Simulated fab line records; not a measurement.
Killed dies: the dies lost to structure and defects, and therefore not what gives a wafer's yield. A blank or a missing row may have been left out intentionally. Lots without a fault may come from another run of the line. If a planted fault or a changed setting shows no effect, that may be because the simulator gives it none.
A struck lot beside a sound one + flow nand_harc + 14 steps out of a route of 1302
Sound: these wafers, L468.1, L468.2, L468.3. Struck: wafers L459.1, L459.3, L459.6. The cause is named last.
Each step with rows lists, per side, the tool, then ch with its chambers, then its first start. Under that, the readings that differ: sound wafers + struck wafers + difference of the means + sigmas: that difference in standard deviations of wafers without a fault.
alike: same words and numbers on both sides, and readings whose means sit less than 2 such deviations apart. not compared: any withheld reading, any reading some wafer has no value for, any bound like >300 that may hide the same value, and any number with overlapping values for which the record gives no deviation.
A row with sigmas, a row that says differs or no value, or rows on one side alone: a step with any of these is where the two part. When numbers do not overlap yet have no deviation, they are printed without sigmas and do not part them. Lack of a reading on every wafer of one side parts them only where that side has two or more wafers.

NHARC_A_ONON_D2_THK_MEAS_05: measures by ellipsometry.
  struck on film_metro-01, day 16 14:11; sound on film_metro-01, day 19 22:49
  alike: thk_nm
next comes 1 step that has no rows for these wafers: NHARC_A_ONON_D2_DEP_06 (target thickness 1000 nm).
NHARC_A_ONON_D2_THK_MEAS_08: measures by ellipsometry.
  struck on film_metro-01, day 16 14:45; sound on film_metro-02, day 19 23:24
  alike: thk_nm
next comes 1 step that has no rows for these wafers: NHARC_A_ONON_D2_DEP_09 (target thickness 1000 nm).
NHARC_A_ONON_D2_THK_MEAS_11: measures by ellipsometry.
  struck on film_metro-01, day 16 15:19; sound on film_metro-01, day 20 00:05
  alike: thk_nm
next comes 1 step that has no rows for these wafers: NHARC_A_ONON_D2_DEP_12 (target thickness 1000 nm).
NHARC_A_ONON_D2_THK_MEAS_14: measures by ellipsometry.
  struck on film_metro-01, day 16 15:53; sound on film_metro-02, day 20 00:39
  alike: thk_nm
then, 2 steps without rows for these wafers: NHARC_A_ONON_D2_ANNEAL_15 (time 3600 s); NHARC_A_ONON_D2_DEP_16 (target thk 1000 nm).
NHARC_A_ONON_D2_THK_MEAS_18: measures by ellipsometry.
  struck on film_metro-01, day 16 23:34; sound on film_metro-02, day 20 09:34
  alike: thk_nm
next comes 1 step that has no rows for these wafers: NHARC_A_ONON_D2_DEP_19 (target thickness 1000 nm).
NHARC_A_ONON_D2_THK_MEAS_21: measures by ellipsometry.
  struck on film_metro-01, day 17 00:07; sound on film_metro-01, day 20 10:08
  alike: thk_nm
NHARC_A_ONON_D2_DEP_22: target thk 1000 nm.
  sound on pecvd_onon-02 ch 0, day 20 10:19; struck on pecvd_onon-04, day 17 00:11
  no value came back on the struck wafers for n2_flow_sccm (sccm), n2o_flow_sccm (sccm), susceptor_temp_C (C); on the sound wafers n2_flow_sccm (sccm) reads 2755 2754 2751
-- break in the record here, with 11 days between the starts of the struck wafers on either side (left off in module A_ONON_D2, picked up again in module END, where the first step shown is number 1302 on the route) --
NHARC_END_SORT_01:
  only the struck wafers appear in the record here, on prober-01 ch 0 at day 28 08:29; the sound ones have no rows

WHERE THEY PART
Earliest at NHARC_A_ONON_D2_DEP_22; latest, in this record, at NHARC_END_SORT_01.

WHY: whatever the simulator had introduced
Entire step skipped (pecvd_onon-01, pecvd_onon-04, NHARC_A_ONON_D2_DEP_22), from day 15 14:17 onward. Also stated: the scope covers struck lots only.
